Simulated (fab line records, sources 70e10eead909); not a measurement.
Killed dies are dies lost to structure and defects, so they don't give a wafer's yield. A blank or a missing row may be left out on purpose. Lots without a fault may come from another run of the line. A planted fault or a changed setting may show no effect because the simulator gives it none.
A struck lot beside a sound one | flow nand_harc | 14 steps out of a route of 1159
Sound: wafers L760.1, L760.2, L760.5. Struck: wafers L766.4, L766.5, L766.6. The cause comes at the end.
At each step with rows: each side's tool, then ch and its chambers, then its first start. Under that, the readings that differ: sound wafers | struck wafers | difference of the means | sigmas: that difference in standard deviations of wafers without a fault.
alike: readings whose means differ by less than 2 such deviations, and words and numbers that are the same on both sides. not compared: withheld readings, readings that some wafer has no value for, bounds like >300 that may hide the same value, and numbers for which the record gives no deviation and whose values overlap.
The two part at a step that has a row with sigmas, a row that says differs or no value, or rows on one side only. Numbers that don't overlap but have no deviation are shown without sigmas and don't part them. A reading that every wafer of one side lacks parts them only if that side has two wafers or more.

NHARC_P_M0_PRE_CLEAN_29: time 30 s.
  sound on pvd_sputter-02; struck on pvd_sputter-01
  alike: heater_power_w
NHARC_P_M0_PVD_20: deposits TaN, target thk 5 nm, time 8.06 s.
  sound on pvd_sputter-02; struck on pvd_sputter-01
  alike: throttle_valve_pct
then, 3 steps without rows for these wafers: NHARC_P_M0_PVD_21 (deposits Cu, target thk 30 nm, time 20.49 s); NHARC_P_M0_ECD_22 (material Cu, target thk 400 nm); NHARC_P_M0_ANNEAL_30 (time 90 s).
NHARC_P_M0_CMP_23: polishes, t overpolish 20 s, target thk 117.53 nm.
  sound on cmp-01 ch 0,3, day 6 19:30; struck on cmp-02 ch 0,3, day 8 14:58
  alike: motor_current_A, time_to_endpoint_s
NHARC_P_M0_THK_MEAS_24: measures by xrf.
  sound on film_metro-02, day 6 19:47; struck on film_metro-01, day 8 15:17
  alike: thk_nm
then, 1 step without rows for these wafers: NHARC_P_M0_SRD_25.
NHARC_P_M0_INSPECT_27:
  sound on defect_inspect-02, day 6 19:56; struck on defect_inspect-02, day 8 15:26
  alike: raw_defect_count
NHARC_P_M0_PRE_CLEAN_31: time 12 s.
  sound on pecvd-01 ch 0,2, day 6 20:02; struck on pecvd-04 ch 0,1,2, day 8 15:34
  alike: heater_power_outer_w, heater_power_w
NHARC_P_M0_DEP_32: deposits SiCN, target thk 30 nm.
  sound on pecvd-01 ch 0,2, day 6 20:08; struck on pecvd-04 ch 0,1,2, day 8 15:44
  alike: heater_power_outer_w, heater_power_w
NHARC_P_M1_DEP_00: deposits SiOC, target thk 182.5 nm.
  sound on pecvd-04 ch 1,2, day 6 20:33; struck on pecvd-04 ch 0,1,2, day 8 16:42
then, 2 steps without rows for these wafers: NHARC_P_M1_DEHYDRATE_01 (time 120 s); NHARC_END_SORT_01.

WHERE THEY PART
Nowhere in this record.

WHY: what the simulator had put in
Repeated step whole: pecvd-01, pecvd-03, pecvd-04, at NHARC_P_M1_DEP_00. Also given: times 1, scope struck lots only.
